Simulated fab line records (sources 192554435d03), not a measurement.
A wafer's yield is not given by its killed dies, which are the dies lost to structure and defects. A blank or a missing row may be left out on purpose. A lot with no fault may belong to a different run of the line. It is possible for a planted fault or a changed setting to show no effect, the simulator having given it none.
Lot-split experiment / flow n5-finfet / 7 lots, 21 wafers read, on a route of 1938 steps

== THE SPLIT ==
At N5_BEOL_M6_EXPOSE_08 (exposes mask M6), the setting dose-mj was moved away from the recipe's 68.25 on 6 of the 21 wafers read, by -7.2% to -3.0%. The other wafers ran this setting at the recipe's value.

== FROM THE SPLIT TO THE READING: what the file shows between them, 15 steps ==
- N5_BEOL_M6_PEB_09: peb time 60 s
- N5_BEOL_M6_DEVELOP_10: develop time 30 s
- N5_BEOL_M6_CD_MEAS_11: target cd 38.5 nm
- N5_BEOL_M6_DESCUM_16: chemistry O2, time 7.9 s
- N5_BEOL_M6_ETCH_61: etches SiARC in CF4, target depth 45.5 nm, time 75.8 s
- N5_BEOL_M6_ETCH_62: etches SOC in N2/H2, target depth 110 nm, overetch 22 nm, time 165 s
- N5_BEOL_M6_STRIP_68: strips in N2/H2
- N5_BEOL_M6_STRIP_67: strips in CF4
- N5_BEOL_M6_HM_OPEN_17: chemistry Cl2/BCl3, target TiN, target depth 20 nm, overetch 6 nm
- N5_BEOL_M6_STRIP_19: strips in O2
- N5_BEOL_M6_CD_MEAS_18: pitch 80 nm, target cd 40 nm
- N5_BEOL_M6_COAT_63: time 60 s, resist thk 60 nm
- N5_BEOL_M6_COAT_64: time 60 s, resist thk 12 nm
- N5_BEOL_M6_PRECLEAN_42: cleans in residue remover, time 60 s
- N5_BEOL_M6_SRD_43: time 30 s

== THE READING ==
cd-nm, in nm, at N5_BEOL_M6_CD_MEAS_35 (target cd 40 nm, target cd y 28 nm). On this fab line, fault-free wafers typically give 40.0 nm with a standard deviation of 0.6 nm.

wafer=L074.1; tool, chamber at the split=arfi-scanner-01, 0; dose-mj as run=68.25; against the recipe=recipe; cd-nm, nm=41.1; against lot-mates on the recipe=-
wafer=L074.5; tool, chamber at the split=arfi-scanner-01, 0; dose-mj as run=66.22; against the recipe=-3.0%; cd-nm, nm=38.4; against lot-mates on the recipe=-2.3
wafer=L074.6; tool, chamber at the split=arfi-scanner-01, 0; dose-mj as run=68.25; against the recipe=recipe; cd-nm, nm=40.2; against lot-mates on the recipe=-
wafer=L075.3; tool, chamber at the split=arfi-scanner-03, 0; dose-mj as run=68.25; against the recipe=recipe; cd-nm, nm=38.7; against lot-mates on the recipe=-
wafer=L075.4; tool, chamber at the split=arfi-scanner-03, 0; dose-mj as run=68.25; against the recipe=recipe; cd-nm, nm=40.5; against lot-mates on the recipe=-
wafer=L075.5; tool, chamber at the split=arfi-scanner-03, 0; dose-mj as run=63.58; against the recipe=-6.8%; cd-nm, nm=37.1; against lot-mates on the recipe=-2.5
wafer=L080.1; tool, chamber at the split=arfi-scanner-01, 0; dose-mj as run=65.4; against the recipe=-4.2%; cd-nm, nm=37.1; against lot-mates on the recipe=-2.6
wafer=L080.2; tool, chamber at the split=arfi-scanner-01, 0; dose-mj as run=68.25; against the recipe=recipe; cd-nm, nm=39.6; against lot-mates on the recipe=-
wafer=L080.3; tool, chamber at the split=arfi-scanner-01, 0; dose-mj as run=68.25; against the recipe=recipe; cd-nm, nm=39.8; against lot-mates on the recipe=-
wafer=L084.2; tool, chamber at the split=arfi-scanner-03, 0; dose-mj as run=68.25; against the recipe=recipe; cd-nm, nm=41.0; against lot-mates on the recipe=-
wafer=L084.3; tool, chamber at the split=arfi-scanner-03, 0; dose-mj as run=68.25; against the recipe=recipe; cd-nm, nm=39.6; against lot-mates on the recipe=-
wafer=L084.5; tool, chamber at the split=arfi-scanner-03, 0; dose-mj as run=68.25; against the recipe=recipe; cd-nm, nm=40.4; against lot-mates on the recipe=-
wafer=L089.2; tool, chamber at the split=arfi-scanner-03, 0; dose-mj as run=63.36; against the recipe=-7.2%; cd-nm, nm=35.6; against lot-mates on the recipe=-3.8
wafer=L089.5; tool, chamber at the split=arfi-scanner-03, 0; dose-mj as run=68.25; against the recipe=recipe; cd-nm, nm=39.4; against lot-mates on the recipe=-
wafer=L089.6; tool, chamber at the split=arfi-scanner-03, 0; dose-mj as run=63.36; against the recipe=-7.2%; cd-nm, nm=36.4; against lot-mates on the recipe=-3.0
wafer=L091.4; tool, chamber at the split=arfi-scanner-03, 0; dose-mj as run=68.25; against the recipe=recipe; cd-nm, nm=39.9; against lot-mates on the recipe=-
wafer=L091.5; tool, chamber at the split=arfi-scanner-03, 0; dose-mj as run=64.53; against the recipe=-5.5%; cd-nm, nm=36.7; against lot-mates on the recipe=-2.8
wafer=L091.6; tool, chamber at the split=arfi-scanner-03, 0; dose-mj as run=68.25; against the recipe=recipe; cd-nm, nm=39.2; against lot-mates on the recipe=-
wafer=L095.3; tool, chamber at the split=arfi-scanner-01, 0; dose-mj as run=68.25; against the recipe=recipe; cd-nm, nm=39.9; against lot-mates on the recipe=-
wafer=L095.4; tool, chamber at the split=arfi-scanner-01, 0; dose-mj as run=68.25; against the recipe=recipe; cd-nm, nm=39.5; against lot-mates on the recipe=-
wafer=L095.5; tool, chamber at the split=arfi-scanner-01, 0; dose-mj as run=68.25; against the recipe=recipe; cd-nm, nm=40.8; against lot-mates on the recipe=-

FIT RESULTS
A straight line over all 21 wafers: cd-nm changes by +0.538 nm for each +1% of dose-mj; r = +0.92; the points scatter about the line by 0.65 nm.
The same after taking each lot's own level away (the mean of its wafers on the recipe; 21 wafers): +0.473 nm for each +1%; r = +0.92; scatter 0.57 nm.
That fit puts the effect of the largest move of dose-mj on the reading at 3.4 nm.
The span of the lots' own levels, 39.40 to 40.65 nm, comes to 2.1 times the standard deviation stated above.
Thus the slope moves with the lot-to-lot level: the two fits are different.
Check: for one of the wafers moved furthest among these (-7.2%), held out of the fit, the line's prediction against its lot-mates is -3.32 nm. It came out at -3.8 nm against them.

== THESE WAFERS: OTHER SPLITS ==
Before the reading, these wafers also passed through other splits. Each is held against what the fit with the lots' levels taken away leaves over:
other split on the same wafers=N5_BEOL_M5_COAT_71 spin-rpm; wafers away from the commonest value=9; r with cd-nm (lot level and that fit taken away)=-0.14

== THE WHOLE CHAIN: every reading that the file lists as answering this split, in the file's order ==
step=N5_BEOL_M6_CD_MEAS_11; what it does=target cd 38.5 nm; reading=cd-nm; change (the file's fit)=+0.488 nm for each +1% of the setting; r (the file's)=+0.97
step=N5_BEOL_M6_ETCH_61; what it does=etches SiARC in CF4, target depth 45.5 nm, time 75.8 s; reading=BEOL_M6.cd-offset-nm (the simulator's own value, which no gauge read); change (the file's fit)=+0.498 nm for each +1% of the setting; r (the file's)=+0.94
step=N5_BEOL_M6_ETCH_62; what it does=etches SOC in N2/H2, target depth 110 nm, overetch 22 nm, time 165 s; reading=BEOL_M6.cd-offset-nm (the simulator's own value, which no gauge read); change (the file's fit)=+0.484 nm for each +1% of the setting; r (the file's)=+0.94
step=N5_BEOL_M6_HM_OPEN_17; what it does=chemistry Cl2/BCl3, target TiN, target depth 20 nm, overetch 6 nm; reading=BEOL_M6.cd-offset-nm (the simulator's own value, which no gauge read); change (the file's fit)=+0.486 nm for each +1% of the setting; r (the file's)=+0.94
step=N5_BEOL_M6_CD_MEAS_18; what it does=pitch 80 nm, target cd 40 nm; reading=cd-nm; change (the file's fit)=+0.5 nm for each +1% of the setting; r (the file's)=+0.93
step=N5_BEOL_M6_CD_MEAS_35; what it does=target cd 40 nm, target cd y 28 nm; reading=cd-nm; change (the file's fit)=+0.485 nm for each +1% of the setting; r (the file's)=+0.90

== THE FILE'S OWN FIT ==
cd-nm changes by +0.485 nm for each +1% of dose-mj, r = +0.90.
